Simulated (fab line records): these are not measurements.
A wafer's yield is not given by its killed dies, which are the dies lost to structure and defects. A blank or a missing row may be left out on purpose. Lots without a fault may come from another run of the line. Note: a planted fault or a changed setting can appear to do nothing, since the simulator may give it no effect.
Commonality check across tools + flow nand_harc + Sampled: 14 lots, 42 wafers

## WHY THIS WAS OPENED
At NHARC_P_ZERO_WELL_CD_MEAS_11 the reading cd_nm is flagged on 2 of 14 lots. Fault-free wafers read 499.9 nm, with a standard deviation of 2.9.
Rule: a lot is flagged when every wafer of it that has a number lies more than 4 standard deviations from that mean, or none has a number. The other lots count as sound.

| lot  | measured    | on        | cd_nm (nm), wafer by wafer | flag    |
|------|-------------|-----------|----------------------------|---------|
| L569 | day 1 13:07 | cd_sem-02 | 498.8 493.3 497.8          |         |
| L570 | day 1 19:31 | cd_sem-01 | 498.4 499.4 500.0          |         |
| L572 | day 2 07:14 | cd_sem-01 | 504.3 502.5 499.4          |         |
| L574 | day 2 19:15 | cd_sem-01 | 498.7 495.8 501.0          |         |
| L575 | day 3 01:07 | cd_sem-01 | 500.3 497.8 496.1          |         |
| L576 | day 3 07:14 | cd_sem-01 | 505.8 502.7 502.4          |         |
| L577 | day 3 13:16 | cd_sem-03 | 501.1 502.2 502.0          |         |
| L578 | day 3 19:07 | cd_sem-02 | 499.8 494.8 500.7          |         |
| L583 | day 5 01:14 | cd_sem-02 | 578.1 577.7 577.0          | FLAGGED |
| L584 | day 5 07:07 | cd_sem-01 | 564.4 568.7 568.4          | FLAGGED |
| L586 | day 5 19:12 | cd_sem-01 | 504.2 499.8 499.9          |         |
| L587 | day 6 01:07 | cd_sem-01 | 498.5 495.9 498.0          |         |
| L588 | day 6 07:14 | cd_sem-01 | 494.6 497.5 499.1          |         |
| L592 | day 7 07:15 | cd_sem-02 | 494.7 498.6 501.7          |         |
The mean of the flagged lots' numbers is 572.4 nm, +72.5 nm from the usual (+25 standard deviations).

## EACH LOT AND THE TOOL IT RAN ON
The record holds 1 process step before the reading, out of a route of 1159 steps. Read each cell as the tool, then ch plus the chambers that the sampled wafers visited, then the start.
| lot  | flag    | NHARC_P_ZERO_WELL_EXPOSE_08      |
|------|---------|----------------------------------|
| L569 |         | krf_scanner-04 ch 0, day 1 12:58 |
| L570 |         | krf_scanner-04 ch 0, day 1 19:22 |
| L572 |         | krf_scanner-04 ch 0, day 2 07:05 |
| L574 |         | krf_scanner-01 ch 0, day 2 19:05 |
| L575 |         | krf_scanner-01 ch 0, day 3 00:58 |
| L576 |         | krf_scanner-04 ch 0, day 3 07:05 |
| L577 |         | krf_scanner-02 ch 0, day 3 13:06 |
| L578 |         | krf_scanner-02 ch 0, day 3 18:58 |
| L583 | FLAGGED | krf_scanner-04 ch 0, day 5 01:05 |
| L584 | FLAGGED | krf_scanner-04 ch 0, day 5 06:58 |
| L586 |         | krf_scanner-02 ch 0, day 5 19:03 |
| L587 |         | krf_scanner-02 ch 0, day 6 00:58 |
| L588 |         | krf_scanner-01 ch 0, day 6 07:05 |
| L592 |         | krf_scanner-02 ch 0, day 7 07:06 |
What the steps here do:
- NHARC_P_ZERO_WELL_EXPOSE_08: exposes mask P ZERO, target cd 500 nm.
- NHARC_P_ZERO_WELL_CD_MEAS_11: target cd 500 nm.

## FLAGGED OVER TOTAL, TOOL BY TOOL (the gauges that took the reading come last)
| step                         | tool           | lots run | flagged | share of the flagged lots | sound lots run after its first flagged lot |
|------------------------------|----------------|----------|---------|---------------------------|--------------------------------------------|
| NHARC_P_ZERO_WELL_EXPOSE_08  | krf_scanner-01 | 3        | 0       | none                      | -                                          |
| NHARC_P_ZERO_WELL_EXPOSE_08  | krf_scanner-02 | 5        | 0       | none                      | -                                          |
| NHARC_P_ZERO_WELL_EXPOSE_08  | krf_scanner-04 | 6        | 2       | all                       | 0                                          |
| NHARC_P_ZERO_WELL_CD_MEAS_11 | cd_sem-01      | 9        | 1       | some                      | 3 (L586,L587,L588)                         |
| NHARC_P_ZERO_WELL_CD_MEAS_11 | cd_sem-02      | 4        | 1       | some                      | 1 (L592)                                   |
| NHARC_P_ZERO_WELL_CD_MEAS_11 | cd_sem-03      | 1        | 0       | none                      | -                                          |

## WHAT THE TABLE ALLOWS
1 row of the table ran every flagged lot: krf_scanner-04 at NHARC_P_ZERO_WELL_EXPOSE_08.
- krf_scanner-04 at NHARC_P_ZERO_WELL_EXPOSE_08: 2 of its 6 lots flagged. Its last sound lot is L576 (day 3 07:05), its first flagged lot L583 (day 5 01:05): a fault that began between those two fits. Its own readings lie more than 4 standard deviations out on every wafer of the flagged lots: exposure_dose_mJ_cm2.
Left over: one tool, krf_scanner-04 at NHARC_P_ZERO_WELL_EXPOSE_08.

## WHAT THE SIMULATOR HAD INSERTED
Process parameters drifting: krf_scanner-04 at NHARC_P_ZERO_WELL_EXPOSE_08, beginning at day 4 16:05. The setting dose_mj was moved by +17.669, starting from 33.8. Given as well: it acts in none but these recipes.
Lots struck among those shown: L583, L584. The rule given above showed the same thing.
